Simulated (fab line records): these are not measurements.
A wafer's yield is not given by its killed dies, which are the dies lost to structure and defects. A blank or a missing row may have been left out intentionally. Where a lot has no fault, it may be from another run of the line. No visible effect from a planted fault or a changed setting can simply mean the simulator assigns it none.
Chamber matching / flow nand_harc / rie_diel-09 running NHARC_A_CONTACT_ETCH_48: 4 sister chambers
The step etches the open film in CF4, target depth 39 nm, time 65 s. 14 wafers are shown with their chamber, then 7 later ones without.

WAFERS WITH THEIR CHAMBER
wafer=L079.1; chamber=2; drypump_motor_current_A (A)=5.1; showerhead_plenum_p_Torr (Torr)=1.74; oes_product_au (a.u.)=0.978
wafer=L079.3; chamber=0; drypump_motor_current_A (A)=6.4; showerhead_plenum_p_Torr (Torr)=1.83; oes_product_au (a.u.)=0.988
wafer=L079.5; chamber=0; drypump_motor_current_A (A)=6.4; showerhead_plenum_p_Torr (Torr)=1.83; oes_product_au (a.u.)=0.993
wafer=L081.1; chamber=2; drypump_motor_current_A (A)=5.1; showerhead_plenum_p_Torr (Torr)=1.74; oes_product_au (a.u.)=0.995
wafer=L081.2; chamber=1; drypump_motor_current_A (A)=6.5; showerhead_plenum_p_Torr (Torr)=1.73; oes_product_au (a.u.)=1.005
wafer=L081.4; chamber=3; drypump_motor_current_A (A)=5.4; showerhead_plenum_p_Torr (Torr)=1.82; oes_product_au (a.u.)=1.010
wafer=L082.1; chamber=3; drypump_motor_current_A (A)=5.4; showerhead_plenum_p_Torr (Torr)=1.82; oes_product_au (a.u.)=0.993
wafer=L082.4; chamber=2; drypump_motor_current_A (A)=5.1; showerhead_plenum_p_Torr (Torr)=1.74; oes_product_au (a.u.)=0.990
wafer=L082.6; chamber=3; drypump_motor_current_A (A)=5.4; showerhead_plenum_p_Torr (Torr)=1.82; oes_product_au (a.u.)=0.999
wafer=L083.1; chamber=2; drypump_motor_current_A (A)=5.1; showerhead_plenum_p_Torr (Torr)=1.74; oes_product_au (a.u.)=1.001
wafer=L083.4; chamber=3; drypump_motor_current_A (A)=5.5; showerhead_plenum_p_Torr (Torr)=1.82; oes_product_au (a.u.)=1.008
wafer=L083.6; chamber=3; drypump_motor_current_A (A)=5.5; showerhead_plenum_p_Torr (Torr)=1.82; oes_product_au (a.u.)=1.000
wafer=L088.2; chamber=2; drypump_motor_current_A (A)=5.1; showerhead_plenum_p_Torr (Torr)=1.73; oes_product_au (a.u.)=0.994
wafer=L088.5; chamber=0; drypump_motor_current_A (A)=6.3; showerhead_plenum_p_Torr (Torr)=1.82; oes_product_au (a.u.)=0.992

SIGNATURES, as means of the wafers listed above
reading=drypump_motor_current_A; chamber 0=6.367; chamber 1=6.500; chamber 2=5.100; chamber 3=5.440; scatter within a chamber=0.0432
reading=showerhead_plenum_p_Torr; chamber 0=1.8267; chamber 1=1.7300; chamber 2=1.7380; chamber 3=1.8200; scatter within a chamber=0.00383
reading=oes_product_au; chamber 0=0.99100; chamber 1=1.00500; chamber 2=0.99160; chamber 3=1.00200; scatter within a chamber=0.00708
Rule: a wafer's distance from a chamber is the root of the sum, over the readings, of the square of ((its reading less the chamber's mean) divided by the reading's scatter). The wafer belongs to the nearest chamber; if the next one is less than 2 further off, it can't be placed. The scatter is the square root of a quotient: the sum, over the shown wafers, of each reading's squared deviation from its chamber's mean, divided by wafers minus chambers.

WAFERS WHOSE CHAMBER IS MISSING
wafer=L088.6; drypump_motor_current_A (A)=6.5; showerhead_plenum_p_Torr (Torr)=1.72; oes_product_au (a.u.)=1.005
wafer=L091.2; drypump_motor_current_A (A)=5.4; showerhead_plenum_p_Torr (Torr)=1.82; oes_product_au (a.u.)=0.993
wafer=L091.3; drypump_motor_current_A (A)=6.6; showerhead_plenum_p_Torr (Torr)=1.72; oes_product_au (a.u.)=0.998
wafer=L091.5; drypump_motor_current_A (A)=5.1; showerhead_plenum_p_Torr (Torr)=1.73; oes_product_au (a.u.)=0.999
wafer=L097.1; drypump_motor_current_A (A)=5.1; showerhead_plenum_p_Torr (Torr)=1.73; oes_product_au (a.u.)=1.000
wafer=L097.2; drypump_motor_current_A (A)=6.6; showerhead_plenum_p_Torr (Torr)=1.72; oes_product_au (a.u.)=0.985
wafer=L097.5; drypump_motor_current_A (A)=6.4; showerhead_plenum_p_Torr (Torr)=1.82; oes_product_au (a.u.)=0.984

THE CHAMBER EACH PASSED THROUGH
wafer=L088.6; from the rows above=1; in truth=1
wafer=L091.2; from the rows above=3; in truth=3
wafer=L091.3; from the rows above=1; in truth=1
wafer=L091.5; from the rows above=2; in truth=2
wafer=L097.1; from the rows above=2; in truth=2
wafer=L097.2; from the rows above=1; in truth=1
wafer=L097.5; from the rows above=0; in truth=0
Correct placement for 7 of the 7. Number that these rows cannot place: 0. 0 placed wrongly.
